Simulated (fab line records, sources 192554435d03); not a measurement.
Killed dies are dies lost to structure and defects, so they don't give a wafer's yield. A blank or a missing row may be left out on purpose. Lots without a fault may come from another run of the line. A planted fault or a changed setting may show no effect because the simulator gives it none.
A struck lot beside a sound one | flow n5_finfet | 34 steps out of a route of 1938
Sound: wafers L196.2, L196.3, L196.4. Struck: wafers L199.1, L199.3, L199.4. The cause comes at the end.
At each step with rows: each side's tool, then ch and its chambers, then its first start. Under that, the readings that differ: sound wafers | struck wafers | difference of the means | sigmas: that difference in standard deviations of wafers without a fault.
alike: readings whose means differ by less than 2 such deviations, and words and numbers that are the same on both sides. not compared: withheld readings, readings that some wafer has no value for, bounds like >300 that may hide the same value, and numbers for which the record gives no deviation and whose values overlap.
The two part at a step that has a row with sigmas, a row that says differs or no value, or rows on one side only. Numbers that don't overlap but have no deviation are shown without sigmas and don't part them. A reading that every wafer of one side lacks parts them only if that side has two wafers or more.

first, 9 steps without rows for these wafers: N5_BEOL_M1_ILD_DEP_00 (deposits SiOC from DEMS/O2, target thk 79 nm, time 15.3 s); N5_BEOL_M1_PECVD_72 (deposits SiO2 from TEOS/O2, target thk 16 nm, time 18 s); N5_BEOL_M1_HM_DEP_02 (deposits TiN, target thk 20 nm); N5_BEOL_M1_COAT_61 (time 60 s, resist thk 60 nm); N5_BEOL_M1_COAT_62 (time 60 s, resist thk 12 nm); N5_BEOL_M1_COAT_73 (time 60 s, resist thk 5 nm); N5_BEOL_M1_COAT_05 (resist thk 30 nm); N5_BEOL_M1_EBR_07; N5_BEOL_M1_SOFTBAKE_06 (time 60 s).
N5_BEOL_M1_EXPOSE_08: exposes mask M1.
  sound on euv_scanner-01 ch 0, day 6 20:11; struck on euv_scanner-01 ch 0, day 7 16:39
  alike: mask
then, 3 steps without rows for these wafers: N5_BEOL_M1_PEB_09 (peb time 60 s); N5_BEOL_M1_DEVELOP_10 (develop time 30 s); N5_BEOL_M1_DESCUM_16 (chemistry O2, time 7 s).
N5_BEOL_M1_ETCH_74: etches underlayer in N2/H2, target depth 6.5 nm, time 5.2 s.
  sound on rie_diel-05 ch 0,1,3, day 6 20:28; struck on rie_diel-05 ch 0,1,3, day 7 17:02
  alike: drypump_motor_current_A, etch_rf_on_time_s, h2_flow_sccm, n2_flow_sccm, oes_product_au, rf_vpp_V, showerhead_plenum_p_Torr, throttle_valve_pct
  not compared: rf_hours_counter_h, model.BEOL_M1.cd_offset_nm
then, 5 steps without rows for these wafers: N5_BEOL_M1_ETCH_63 (etches SiARC in CF4, target depth 15.6 nm, time 26 s); N5_BEOL_M1_ETCH_64 (etches SOC in N2/H2, target depth 75 nm, overetch 15 nm, time 112.5 s); N5_BEOL_M1_STRIP_65 (strips in N2/H2); N5_BEOL_M1_STRIP_75 (strips in N2/H2); N5_BEOL_M1_STRIP_66 (strips in CF4).
N5_BEOL_M1_HM_OPEN_17: chemistry Cl2/BCl3, target TiN, target depth 20 nm, overetch 6 nm.
  sound on rie_metal-01 ch 0,1, day 6 20:40; struck on rie_metal-01 ch 0,1, day 7 17:16
  reading                         | sound   | struck         | difference | sigmas
  model.BEOL_M1.cd_offset_nm (nm) | 0 0 0.4 | -0.6 -0.2 -0.2 | -0.5       |
  alike: drypump_motor_current_A, oes_product_au, throttle_valve_pct
  not compared: rf_hours_counter_h
then, 12 steps without rows for these wafers: N5_BEOL_M1_STRIP_19 (strips in O2); N5_BEOL_M1_COAT_67 (time 60 s, resist thk 60 nm); N5_BEOL_M1_COAT_68 (time 60 s, resist thk 12 nm); N5_BEOL_M1_COAT_76 (time 60 s, resist thk 5 nm); N5_BEOL_M1_COAT_22 (resist thk 30 nm); N5_BEOL_M1_EBR_24; N5_BEOL_M1_SOFTBAKE_23 (time 60 s); N5_BEOL_M1_EXPOSE_25 (exposes mask V0, defocus 5 nm, target cd 24 nm); N5_BEOL_M1_PEB_26 (peb time 60 s); N5_BEOL_M1_DEVELOP_27 (develop time 30 s); N5_BEOL_M1_DESCUM_33 (chemistry O2, time 7 s); N5_BEOL_M1_ETCH_77 (etches underlayer in N2/H2, target depth 6.5 nm, time 5.2 s).
N5_BEOL_M4_RC_MEAS_101:
  sound on prober-01 ch 0, day 8 18:37; struck on prober-02 ch 0, day 9 16:01
  alike: DIBL_N, DIBL_P, IOFF_N, IOFF_P, ION_N, ION_P, SS_N, SS_P, VT_N, VT_P
-- the record jumps here: 4 days lie between the struck wafers' starts before and after (it left off in module BEOL_M4 and takes up again in module PASSIVATION, whose first step shown is number 1936 of the route) --
N5_PASSIVATION_PROBE_49:
  the record has rows for the struck wafers here (prober-01, day 13 21:34) and none for the sound ones

WHERE THEY PART
Only at N5_PASSIVATION_PROBE_49, within this record.

WHY: what the simulator had put in
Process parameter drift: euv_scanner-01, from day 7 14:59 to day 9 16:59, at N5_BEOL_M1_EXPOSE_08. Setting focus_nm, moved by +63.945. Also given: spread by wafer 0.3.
